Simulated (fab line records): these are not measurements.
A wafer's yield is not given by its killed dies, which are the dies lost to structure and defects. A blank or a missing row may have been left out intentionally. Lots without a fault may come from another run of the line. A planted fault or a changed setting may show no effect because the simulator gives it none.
Chamber matching :: flow nand_harc :: NHARC_A_BLC_DESCUM_15 on rie_diel-08: 4 sister chambers
The step chemistry O2, time 3 s. 4 wafers are shown with their chamber, then 12 later ones without.

WAFERS WITH THEIR CHAMBER
wafer: L087.6
chamber: 2
showerhead_plenum_p_Torr (Torr): 2.00

wafer: L091.1
chamber: 1
showerhead_plenum_p_Torr (Torr): 1.91

wafer: L091.3
chamber: 0
showerhead_plenum_p_Torr (Torr): 1.91

wafer: L091.4
chamber: 3
showerhead_plenum_p_Torr (Torr): 2.02

WAFERS WHOSE CHAMBER IS MISSING
wafer: L086.1
showerhead_plenum_p_Torr (Torr): 2.02

wafer: L086.3
showerhead_plenum_p_Torr (Torr): 1.91

wafer: L086.6
showerhead_plenum_p_Torr (Torr): 1.91

wafer: L093.1
showerhead_plenum_p_Torr (Torr): 1.91

wafer: L093.3
showerhead_plenum_p_Torr (Torr): 2.02

wafer: L093.4
showerhead_plenum_p_Torr (Torr): 1.91

wafer: L095.3
showerhead_plenum_p_Torr (Torr): 1.91

wafer: L095.4
showerhead_plenum_p_Torr (Torr): 1.99

wafer: L095.6
showerhead_plenum_p_Torr (Torr): 1.99

wafer: L097.1
showerhead_plenum_p_Torr (Torr): 1.91

wafer: L097.2
showerhead_plenum_p_Torr (Torr): 1.91

wafer: L097.4
showerhead_plenum_p_Torr (Torr): 1.99

WHICH CHAMBER EACH WENT THROUGH
wafer: L086.1
from the rows above: 3
in truth: 3

wafer: L086.3
from the rows above: can't be placed: 0 or 1
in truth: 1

wafer: L086.6
from the rows above: can't be placed: 0 or 1
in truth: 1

wafer: L093.1
from the rows above: can't be placed: 0 or 1
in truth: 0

wafer: L093.3
from the rows above: 3
in truth: 3

wafer: L093.4
from the rows above: can't be placed: 0 or 1
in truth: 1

wafer: L095.3
from the rows above: can't be placed: 0 or 1
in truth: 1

wafer: L095.4
from the rows above: 2
in truth: 2

wafer: L095.6
from the rows above: 2
in truth: 2

wafer: L097.1
from the rows above: can't be placed: 0 or 1
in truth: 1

wafer: L097.2
from the rows above: can't be placed: 0 or 1
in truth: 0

wafer: L097.4
from the rows above: 2
in truth: 2
5 of 12 placed correctly. From these rows, 7 cannot be placed; in 7 the true chamber is one of the candidates. Wrongly placed: 0.
How it was worked out, from the rows above alone: a wafer's distance from a chamber is the root of the sum, over the readings, of the square of ((its reading less the chamber's mean) divided by the reading's scatter). If the next closest chamber is less than 2 further off than the closest, the wafer can't be placed; otherwise it belongs to the closest. A chamber's mean is the mean of its shown wafers. The scatter: with one shown wafer a chamber, the root of the mean of the squares of how far each hidden wafer lies from its nearest shown one.
